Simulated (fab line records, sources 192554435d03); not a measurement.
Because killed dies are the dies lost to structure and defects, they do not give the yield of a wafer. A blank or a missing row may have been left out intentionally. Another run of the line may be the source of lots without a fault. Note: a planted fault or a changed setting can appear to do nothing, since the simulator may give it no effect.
fab line records ; flow n5_finfet
record: lots: 5; wafers: 14; last_day: 19
route steps=1938 shown BEOL_M6@1243
lots that met no fault: from a run of the same line without faults
start_h: start of the lot's first displayed wafer, in hours after the record's first day ; wait_h: hours from the lot's prior step to this one ; " identical to the entry in the row above ; L1.1+2: a row that stands for several wafers ; - no value present, or no start provided ; * or withheld: withheld ; < > ~ a bound
route shown NAME@n: names a module that has steps shown in the file, with the first one's number in the route ; usual: the fault-free wafers' mean and standard deviation ; same: alike in all rows ; chamber/n: place in a boat ; sites: per-site readings ; _std_site: the values' standard deviation ; _edge_site: the outer-site mean with the inner-site mean subtracted ; radius_mm: for every site, how far away it sits from the centre of the wafer ; mask NAME#n: copy n ; behind: the tool/chamber that last shaped the wafer ; hold: reason for holding the lot/hours on hold/outcome of the hold ; device: names the non-switching transistor (n, p or np) ; end of line: the tests these same wafers got at the end of their route ; a step given without rows: its recipe and nothing more ; killed: dies that structure and defects cost at the first sort, which is not the same as the wafer's yield ; map: dies across one wafer; x = killed, . = not, _ = none there
set.NAME: the setting that was run; set.NAME@STEP: the one run at that earlier step ; model.NAME: the simulator's own value behind a step, which no gauge read
lots at selected steps of the route; one table per step, one row per wafer
services: when a tool's chamber went out of use (start_h, in hours from the record's first day, below 0 if earlier), for how many hours, and the reason
== steps ==
step: N5_BEOL_M6_HM_STRIP_39
recipe: chemistry: peroxide_tin_strip; material: TiN; target_depth_a: 250; temp_c: 50; time_s: 158
step: N5_BEOL_M6_SRD_40
recipe: time_s: 30; temp_c: 23; rinse_liquid: diw; dry: ipa_marangoni
step: N5_BEOL_M6_PRECLEAN_42
recipe: chemistry: residue_remover; time_s: 60; temp_c: 40
step: N5_BEOL_M6_SRD_43
recipe: time_s: 30; temp_c: 23; rinse_liquid: diw; dry: ipa_marangoni
step: N5_BEOL_M6_CD_MEAS_35
recipe: target_cd_nm: 40; target_cd_y_nm: 28; polarity: opening
usual: cd_nm: 40.1/0.65
lot.wafer;tool;chamber;start_h;wait_h;cd_nm
L673.1;cd_sem-01;-;263.29;0.0;39.2
L673.2;cd_sem-01;-;263.29;0.0;40.5
L673.3;cd_sem-01;-;263.29;0.0;39.9
L678.2;cd_sem-01;-;295.61;0.0;39.2
L678.5;cd_sem-01;-;295.61;0.0;39.4
L678.6;cd_sem-01;-;295.61;0.0;39.5
L680.2;cd_sem-02;-;315.06;0.0;40.4
L680.6;cd_sem-02;-;315.06;0.0;40.0
L672.1;cd_sem-03;-;329.50;0.0;39.0
L672.2;cd_sem-03;-;329.50;0.0;38.7
L672.5;cd_sem-03;-;329.50;0.0;40.3
L692.1;cd_sem-01;-;367.87;0.0;39.5
L692.3;cd_sem-01;-;367.87;0.0;39.3
L692.4;cd_sem-01;-;367.87;0.0;39.5
step: N5_BEOL_M6_CURE_75
recipe: temp_c: 370; time_s: 120; ambient: DMADMS/He; material: SiCOH_lowk
usual: lamp_power_pct: 52.31/0.051; wafer_temp_C_max: 371.8/0.6
same: time_s: 120
lot.wafer;tool;chamber;start_h;wait_h;lamp_power_pct;wafer_temp_C_max
L673.1;uv_cure-01;0;263.34;0.0;52.38;372.1
L673.2;uv_cure-01;0;263.34;0.0;52.33;372.0
L673.3;uv_cure-01;0;263.34;0.0;52.36;372.1
L678.2;uv_cure-01;0;295.70;0.1;52.34;371.7
L678.5;uv_cure-01;0;295.70;0.1;52.26;372.9
L678.6;uv_cure-01;0;295.70;0.1;52.33;371.5
L680.2;uv_cure-02;0;315.15;0.1;52.39;371.4
L680.6;uv_cure-02;0;315.15;0.1;52.31;371.1
L672.1;uv_cure-03;0;329.54;0.0;52.33;371.1
L672.2;uv_cure-03;0;329.54;0.0;52.30;371.8
L672.5;uv_cure-03;0;329.54;0.0;52.22;372.1
L692.1;uv_cure-02;2;367.91;0.0;52.31;372.5
L692.3;uv_cure-02;2;367.91;0.0;52.34;371.8
L692.4;uv_cure-02;2;367.91;0.0;52.30;371.9
step: N5_BEOL_M6_DEGAS_44
recipe: ambient: vacuum; temp_c: 250; time_s: 60
step: N5_BEOL_M6_PRE_CLEAN_45
recipe: gas: H2/He; time_s: 30; temp_c: 250
usual: heater_power_w: 322/23
same: time_s: 30
lot.wafer;tool;chamber;start_h;wait_h;heater_power_w
L673.1;pvd_sputter-03;-;263.71;0.0;332
L673.2;pvd_sputter-03;-;263.71;0.0;294
L673.3;pvd_sputter-03;-;263.71;0.0;378
L678.2;pvd_sputter-03;-;296.08;0.0;312
L678.5;pvd_sputter-03;-;296.08;0.0;333
L678.6;pvd_sputter-03;-;296.08;0.0;315
L680.2;pvd_sputter-03;-;315.60;0.0;382
L680.6;pvd_sputter-03;-;315.60;0.0;292
L672.1;pvd_sputter-02;-;330.09;0.0;328
L672.2;pvd_sputter-02;-;330.09;0.0;304
L672.5;pvd_sputter-02;-;330.09;0.0;327
L692.1;pvd_sputter-01;-;369.51;0.0;351
L692.3;pvd_sputter-01;-;369.51;0.0;322
L692.4;pvd_sputter-01;-;369.51;0.0;351
step: N5_BEOL_M6_ALD_77
recipe: material: TaN; target_thk_a: 20; temp_c: 275; ald_precursor_family: PDMAT; ald_co_reactant: NH3; pressure_torr: 3; carrier_flow_sccm: 1500; pulse_time_s: 2; purge_time_s: 3; co_reactant_purge_time_s: 2; co_reactant_pulse_time_s: 3; ald_cycles: 40; precursor_vessel_temp_c: 75; precursor_vessel_pressure_torr: 26.25; precursor_vessel_carrier_sccm: 1000
usual: heater_power_w: 415/42; precursor_vessel_pressure_torr: 26.25/0.045
same: co_reactant_pulse_time_s: 3; co_reactant_purge_time_s: 2
lot.wafer;tool;chamber;start_h;wait_h;heater_power_w;precursor_vessel_pressure_torr
L673.1;ald_metal-02;2;264.00;0.3;404;26.28
L673.2;ald_metal-02;0;264.00;0.3;492;26.24
L673.3;ald_metal-02;1;264.00;0.3;454;26.15
L678.2;ald_metal-02;2;296.14;0.0;417;26.22
L678.5;ald_metal-02;0;296.14;0.0;483;26.27
L678.6;ald_metal-02;3;296.14;0.0;407;26.27
L680.2;ald_metal-01;2;315.67;0.0;419;26.29
L680.6;ald_metal-01;3;315.67;0.0;367;26.20
L672.1;ald_metal-02;3;330.15;0.0;420;26.30
L672.2;ald_metal-02;1;330.15;0.0;457;26.22
L672.5;ald_metal-02;0;330.15;0.0;489;26.29
L692.1;ald_metal-02;1;369.57;0.0;458;26.18
L692.3;ald_metal-02;0;369.57;0.0;491;26.19
L692.4;ald_metal-02;1;369.57;0.0;467;26.28
step: N5_BEOL_M6_SURFACE_TREAT_79
recipe: gas: Ar; time_s: *; ion_energy_ev: *; ion_current_ma_cm2: 0.5; pressure_mtorr: *; ar_flow_sccm: 30
usual: ar_flow_sccm: 30.00/0.081; throttle_valve_pct: *
same: time_s: *
lot.wafer;tool;chamber;start_h;wait_h;ar_flow_sccm;throttle_valve_pct
L673.1;pvd_sputter-02;-;265.41;1.3;29.92;*
L673.2;pvd_sputter-02;-;265.41;1.3;30.06;*
L673.3;pvd_sputter-02;-;265.41;1.3;30.05;*
L678.2;pvd_sputter-01;-;296.42;0.2;29.93;*
L678.5;pvd_sputter-01;-;296.42;0.2;29.94;*
L678.6;pvd_sputter-01;-;296.42;0.2;29.90;*
L680.2;pvd_sputter-02;-;316.18;0.4;29.96;*
L680.6;pvd_sputter-02;-;316.18;0.4;29.96;*
L672.1;pvd_sputter-02;-;330.43;0.2;29.97;*
L672.2;pvd_sputter-02;-;330.43;0.2;29.92;*
L672.5;pvd_sputter-02;-;330.43;0.2;29.98;*
L692.1;pvd_sputter-03;-;369.89;0.2;30.07;*
L692.3;pvd_sputter-03;-;369.89;0.2;30.00;*
L692.4;pvd_sputter-03;-;369.89;0.2;29.95;*
step: N5_BEOL_M6_CVD_78
recipe: material: Co; target_thk_a: 20; temp_c: withheld; precursor: CCTBA/H2; pressure_torr: 30; time_s: 142.3
step: N5_BEOL_M6_SPUTTER_48
recipe: material: Cu; target_thk_a: 100; temp_c: -20; bias_v: 60; power_w: 26000; chamber_pressure_pa: 0.13; time_s: 1.667
step: N5_BEOL_M6_ECD_50
recipe: material: Cu; target_thk_a: 3000
lot.wafer;tool;chamber;start_h;wait_h;model.Cu_of_BEOL_M6_ECD_50.thk_nm
L673.1;ecd_cu-01;0;265.77;0.1;296.8
L673.2;ecd_cu-01;1;265.77;0.1;297.8
L673.3;ecd_cu-01;1;265.77;0.1;297.4
L678.2;ecd_cu-01;0;296.80;0.1;301.2
L678.5;ecd_cu-01;1;296.80;0.1;301.8
L678.6;ecd_cu-01;0;296.80;0.1;302.6
L680.2;ecd_cu-01;0;317.40;0.1;172.8
L680.6;ecd_cu-01;1;317.40;0.1;166
L672.1+2;ecd_cu-02;1,0;330.75;0.1;299.2
L672.5;ecd_cu-02;1;330.75;0.1;298.2
L692.1;ecd_cu-02;1;370.21;0.1;297.8
L692.3;ecd_cu-02;1;370.21;0.1;296.8
L692.4;ecd_cu-02;0;370.21;0.1;300.6
step: N5_BEOL_M6_ANNEAL_51
recipe: temp_c: 225; time_s: 90; ambient: N2
usual: anneal_temp_c_max: 226.02/0.25; wafer_temp_C_max: 226.00/0.28
same: time_s: 90
lot.wafer;tool;chamber;start_h;wait_h;anneal_temp_c_max;wafer_temp_C_max
L673.1;rtp_anneal-02;0;265.86;0.1;225.59;225.93
L673.2;rtp_anneal-02;0;265.86;0.1;225.93;225.70
L673.3;rtp_anneal-02;0;265.86;0.1;225.98;225.72
L678.2;rtp_anneal-02;0;296.94;0.1;225.68;226.30
L678.5;rtp_anneal-02;0;296.94;0.1;225.94;226.11
L678.6;rtp_anneal-02;0;296.94;0.1;225.69;225.98
L680.2;rtp_anneal-02;0;317.82;0.4;225.99;225.91
L680.6;rtp_anneal-02;0;317.82;0.4;226.02;225.79
L672.1;rtp_anneal-01;0;330.86;0.1;226.06;226.31
L672.2;rtp_anneal-01;0;330.86;0.1;226.68;226.99
L672.5;rtp_anneal-01;0;330.86;0.1;226.36;225.98
L692.1;rtp_anneal-01;0;370.68;0.4;226.00;226.08
L692.3;rtp_anneal-01;0;370.68;0.4;226.27;226.62
L692.4;rtp_anneal-01;0;370.68;0.4;226.05;226.17
step: N5_BEOL_M6_CMP_52
recipe: stop_on: SiCOH_lowk; t_overpolish_s: 6.9; down_force_psi: 1; platen_rpm: 50; clearing_platen_down_force_psi: 1.5; clearing_platen_rpm: 50; post_cmp_clean: cu_alkaline; target_thk_nm: 80; clearing_platen_pad_velocity_m_s: 0.99484; pad_velocity_m_s: 0.99484
usual: motor_current_A: 6.1/0.37; pad_life_wafers: 1202/680; time_to_endpoint_s: 62/3.6
lot.wafer;tool;chamber;start_h;wait_h;motor_current_A;pad_life_wafers;time_to_endpoint_s
L673.1;cmp-04;3;266.16;0.3;6.5;438;61
L673.3;cmp-04;0;266.16;0.3;5.5;439;63
L673.2;cmp-04;2;266.16;0.3;5.7;441;67
L678.2;cmp-01;1;297.23;0.2;6.1;187;62
L678.6;cmp-01;0;297.23;0.2;6.3;-;62
L678.5;cmp-01;1;297.23;0.2;6.3;-;61
L680.2;cmp-01;1;318.07;0.2;6.0;408;33
L680.6;cmp-01;1;318.07;0.2;5.9;-;34
L672.1;cmp-03;2;331.15;0.3;6.0;1860;58
L672.2;cmp-03;3;331.15;0.3;6.4;1861;63
L672.5;cmp-03;2;331.15;0.3;6.4;-;61
L692.4;cmp-01;2;370.97;0.1;6.3;900;62
L692.1;cmp-01;3;370.97;0.1;5.6;901;64
L692.3;cmp-01;0;370.97;0.1;6.2;902;60
step: N5_BEOL_M6_THK_MEAS_53
recipe: thk_meas_gauge: xrf; reads: Cu_of_BEOL_M6_ECD_50
usual: M6_THK: 80.9/2.2
lot.wafer;tool;chamber;start_h;wait_h;M6_THK[nm]
L673.1;film_metro-02;-;266.45;-;79.8
L673.2;film_metro-02;-;266.45;-;80.8
L673.3;film_metro-02;-;266.45;-;82.9
L678.2;film_metro-02;-;297.48;-;79.2
L678.5;film_metro-02;-;297.48;-;79.9
L678.6;film_metro-02;-;297.48;-;78.4
L680.2;film_metro-01;-;318.37;-;78.3
L680.6;film_metro-01;-;318.37;-;79.7
L672.1;film_metro-01;-;331.45;-;82.7
L672.2;film_metro-01;-;331.45;-;78.5
L672.5;film_metro-01;-;331.45;-;80.8
L692.1;film_metro-01;-;371.27;-;83.4
L692.3;film_metro-01;-;371.27;-;82.0
L692.4;film_metro-01;-;371.27;-;80.5
== services ==
tool;chamber;start_h;hours;kind
cmp-01;-;251.66;1.4;repair
cmp-01;-;253.25;6.7;pm
ecd_cu-02;-;257.95;1.9;repair
cmp-01;-;265.31;4.0;pm
cmp-01;-;269.31;-;consumable_replace:conditioner
cmp-01;-;269.31;-;consumable_replace:pad
ald_metal-01;-;270.16;6.0;pm
ald_metal-02;-;272.63;8.7;pm
uv_cure-01;-;279.90;0.5;repair
uv_cure-02;-;281.24;7.5;pm
uv_cure-03;-;289.04;7.5;pm
cmp-04;-;302.98;17.9;repair
cmp-04;-;320.92;5.8;pm
ecd_cu-02;-;322.22;2.3;repair
rtp_anneal-01;-;333.08;4.2;pm
ald_metal-01;-;337.25;14.0;pm
ald_metal-01;0;337.25;14.0;vent_cycle
ald_metal-01;1;337.25;14.0;vent_cycle
ald_metal-01;2;337.25;14.0;vent_cycle
cmp-01;-;353.80;0.7;repair
uv_cure-01;-;355.77;0.8;repair
ald_metal-02;3;356.86;43.2;repair
cmp-03;-;362.10;4.8;pm
cmp-03;-;370.14;4.0;pm
== key ==
first_sign: step: N5_BEOL_M6_CMP_52; reading: time_to_endpoint_s; direction: down; sigmas: 8.1; usual: *; struck: *
effect none on later readings
model_effect: step: N5_BEOL_M6_ECD_50; value: Cu_of_BEOL_M6_ECD_50.thk_nm; without: 297.1; struck: 169.4
met_at N5_BEOL_M6_ECD_50
struck_wafers L680.2,L680.6
onset_between 296.80 317.40
also_fits N5_BEOL_M6_PRE_CLEAN_45:pvd_sputter-03,N5_BEOL_M6_ALD_77:ald_metal-01,N5_BEOL_M6_ANNEAL_51:rtp_anneal-02
fault: kind: process_parameter_drift; tool: ecd_cu-01; chamber: -; onset_h: 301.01; steps: N5_BEOL_M6_ECD_50; channel: target_thk_a; offset: *; shape: step; end_h: 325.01; scope: struck_wafers_only; acts_in: *; stated: *
